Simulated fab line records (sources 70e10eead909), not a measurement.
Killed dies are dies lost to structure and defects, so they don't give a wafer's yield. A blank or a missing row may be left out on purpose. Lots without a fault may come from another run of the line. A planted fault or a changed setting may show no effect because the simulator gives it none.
A struck lot beside a sound one	flow nand harc	12 steps out of a route of 1302
Sound: wafers L898.2, L898.4, L898.5. Struck: wafers L910.2, L910.3, L910.5. The cause is given at the end.
For every step that has rows: the tool of each side, followed by ch and its chambers, followed by its first start. Under that, the readings that differ: sound wafers	struck wafers	difference of the means	sigmas: that difference in standard deviations of wafers without a fault.
alike: same words and numbers on both sides, and readings whose means sit less than 2 such deviations apart. not compared: any withheld reading, any reading some wafer has no value for, any bound like >300 that may hide the same value, and any number with overlapping values for which the record gives no deviation.
The two part at a step that has a row with sigmas, a row that says differs or no value, or rows on one side only. Non-overlapping numbers with no deviation appear without sigmas and do not part them. A reading that every wafer of one side lacks parts them only if that side has two wafers or more.

NHARC_A_SLIT_ETCH_29: etches the open film in CF4/O2, target depth 100 nm, overetch 10 nm, time 55 s.
  sound on rie diel-10 ch 0,3, day 23 07:26; struck on rie diel-07 ch 0,2, day 27 23:21
  alike: drypump motor current A, oes product au, rf vpp V, showerhead plenum p Torr, throttle valve pct
  not compared: rf hours counter h
NHARC_A_SLIT_STRIP_18: strips in O2.
  sound: rie diel-10 ch 0,1,2; struck: rie diel-07 ch 0,2,3
  alike: drypump motor current A, oes product au, rf vpp V, showerhead plenum p Torr, throttle valve pct
  not compared: rf hours counter h
then, 2 steps without rows for these wafers: NHARC_A_SLIT_PRECLEAN_19 (cleans in SC1); NHARC_A_SLIT_SRD_20.
NHARC_A_SLIT_CD_MEAS_21:
  sound: cd sem-02 at day 23 07:59; struck: cd sem-03 at day 27 23:57
  alike: cd nm
then, 3 steps without rows for these wafers: NHARC_A_SIN_REMOVE_WET_00 (chemistry H3PO4, time 15300 s); NHARC_A_SIN_REMOVE_PRECLEAN_01 (cleans in SC1); NHARC_A_SIN_REMOVE_SRD_02.
NHARC_A_SIN_REMOVE_INSPECT_04:
  sound: defect inspect-02 at day 23 14:33; struck: defect inspect-02 at day 28 07:46
  alike: raw defect count
NHARC_A_WL_FILL_ALD_00: deposits Al2O3, target thk 3 nm, pulse time 3 s, ald cycles 30.
  sound on ald hk-04 ch 2,3, day 23 14:37; struck on ald hk-03 ch 0,2, day 28 07:49
  alike: ald cycles, heater power w, precursor pulse height rel
NHARC_A_WL_FILL_RTA_01: time 5 s.
  sound on rtp anneal-02 ch 0, day 23 14:55; struck on rtp anneal-02 ch 0, day 28 08:07
  alike: lamp power pct, wafer_temp_C_max
NHARC_A_WL_FILL_ALD_02: deposits TiN, target thk 2 nm, pulse time 3 s, ald cycles 100.
  sound on ald metal-01 ch 1,2, day 23 15:07; struck on ald metal-01 ch 0,1,2, day 28 08:20
reading	sound	struck	difference	sigmas
ald cycles	100 100 100	80 80 80	-20	
  alike: heater power w, precursor pulse height rel

## WHERE THEY PART
Nowhere in this record.

WHY: what the simulator had put in
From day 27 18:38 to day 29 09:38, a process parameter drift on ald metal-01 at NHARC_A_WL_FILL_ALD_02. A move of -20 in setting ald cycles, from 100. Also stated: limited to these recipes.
